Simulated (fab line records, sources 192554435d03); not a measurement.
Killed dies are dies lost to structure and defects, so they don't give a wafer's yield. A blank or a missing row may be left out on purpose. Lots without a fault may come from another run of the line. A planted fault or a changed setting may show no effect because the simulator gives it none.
Chamber matching | flow n5_finfet | N5_BEOL_M5_ETCH_68 on rie_diel-02: 4 sister chambers
The step etches SOC in N2/H2, target depth 80 nm, overetch 16 nm, time 120 s. 14 wafers are shown with their chamber, then 7 later ones without.

WAFERS WITH THEIR CHAMBER
wafer  | chamber | showerhead_plenum_p_Torr (Torr) | drypump_motor_current_A (A) | oes_product_au (a.u.)
L074.3 | 0       | 2.44                            | 5.8                         | 0.61
L074.4 | 1       | 2.52                            | 4.8                         | 0.58
L074.5 | 2       | 2.43                            | 5.9                         | 0.54
L077.2 | 0       | 2.44                            | 5.8                         | 0.60
L077.3 | 1       | 2.52                            | 4.8                         | 0.57
L077.6 | 1       | 2.52                            | 4.8                         | 0.57
L081.1 | 0       | 2.43                            | 5.8                         | 0.61
L081.2 | 2       | 2.42                            | 5.8                         | 0.53
L081.6 | 2       | 2.43                            | 5.9                         | 0.53
L083.1 | 1       | 2.52                            | 4.9                         | 0.57
L083.2 | 2       | 2.42                            | 5.8                         | 0.53
L083.5 | 1       | 2.52                            | 4.8                         | 0.57
L084.1 | 2       | 2.42                            | 5.8                         | 0.53
L084.3 | 3       | 2.67                            | 5.4                         | 0.62

SIGNATURES (means of the wafers above)
reading                  | chamber 0 | chamber 1 | chamber 2 | chamber 3 | scatter within a chamber
showerhead_plenum_p_Torr | 2.4367    | 2.5200    | 2.4240    | 2.6700    | 0.00432
drypump_motor_current_A  | 5.800     | 4.820     | 5.840     | 5.400     | 0.0447
oes_product_au           | 0.6067    | 0.5720    | 0.5320    | 0.6200    | 0.00476
Rule: a wafer's distance from a chamber is the root of the sum, over the readings, of the square of ((its reading less the chamber's mean) divided by the reading's scatter). The wafer belongs to the nearest chamber; if the next one is less than 2 further off, it can't be placed. The scatter: the root of (the sum of the squares of (reading less its chamber's mean) over the shown wafers, divided by (wafers less chambers)).

WAFERS WITHOUT THEIR CHAMBER
wafer  | showerhead_plenum_p_Torr (Torr) | drypump_motor_current_A (A) | oes_product_au (a.u.)
L084.5 | 2.42                            | 5.8                         | 0.53
L089.1 | 2.67                            | 5.4                         | 0.61
L089.2 | 2.43                            | 5.8                         | 0.59
L089.5 | 2.42                            | 5.8                         | 0.53
L094.1 | 2.66                            | 5.4                         | 0.59
L094.3 | 2.51                            | 4.8                         | 0.55
L094.4 | 2.51                            | 4.8                         | 0.56

WHICH CHAMBER EACH WENT THROUGH
wafer  | from the rows above | in truth
L084.5 | 2                   | 2
L089.1 | 3                   | 3
L089.2 | 0                   | 0
L089.5 | 2                   | 2
L094.1 | 3                   | 3
L094.3 | 1                   | 1
L094.4 | 1                   | 1
Placed correctly: 7 of 7. Can't be placed from these rows: 0. Placed wrongly: 0.
